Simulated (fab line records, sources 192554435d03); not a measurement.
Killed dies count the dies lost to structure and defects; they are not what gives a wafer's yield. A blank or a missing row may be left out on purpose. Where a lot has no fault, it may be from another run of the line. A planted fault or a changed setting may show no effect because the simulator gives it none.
Chamber matching | flow n5-finfet | N5_BEOL_M15_CMP_49 on cmp-04: 4 sister chambers
The step polishes, stops on SiO2, t overpolish 4.9 s, target thk 850 nm. 4 wafers are shown with their chamber, then 10 later ones without.

## WAFERS, EACH WITH ITS CHAMBER
wafer  | chamber | motor-current-A (A)
L088.1 | 2       | 7.0
L088.2 | 0       | 8.1
L090.1 | 1       | 6.6
L090.3 | 3       | 7.8

## WAFERS WHOSE CHAMBER IS MISSING
wafer  | motor-current-A (A)
L090.5 | 7.9
L089.2 | 7.5
L089.4 | 6.9
L089.6 | 7.5
L091.1 | 7.4
L091.2 | 8.4
L091.4 | 8.1
L092.1 | 8.4
L092.3 | 8.0
L092.4 | 7.1

## WHICH CHAMBER EACH WENT THROUGH
wafer  | from the rows above               | in truth
L090.5 | can't be placed: 3 or 0           | 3
L089.2 | can't be placed: 3 or 2 or 0      | 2
L089.4 | can't be placed: 2 or 1           | 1
L089.6 | can't be placed: 3 or 2 or 0      | 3
L091.1 | can't be placed: 3 or 2 or 0 or 1 | 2
L091.2 | can't be placed: 0 or 3           | 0
L091.4 | can't be placed: 0 or 3           | 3
L092.1 | can't be placed: 0 or 3           | 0
L092.3 | can't be placed: 0 or 3           | 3
L092.4 | can't be placed: 2 or 1           | 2
Correct placement for 0 of the 10. These rows do not allow placing 10 (true chamber among the candidates in 10). Placed wrongly: 0.
How it was worked out, from the rows above alone: a wafer's distance from a chamber is the root of the sum, over the readings, of the square of ((its reading less the chamber's mean) divided by the reading's scatter). The wafer belongs to the nearest chamber; if the next one is less than 2 further off, it can't be placed. Each chamber's mean is taken over the wafers shown for it. The scatter (one wafer shown for each chamber): square how far every hidden wafer sits from the nearest shown wafer, average those squares and take the square root.
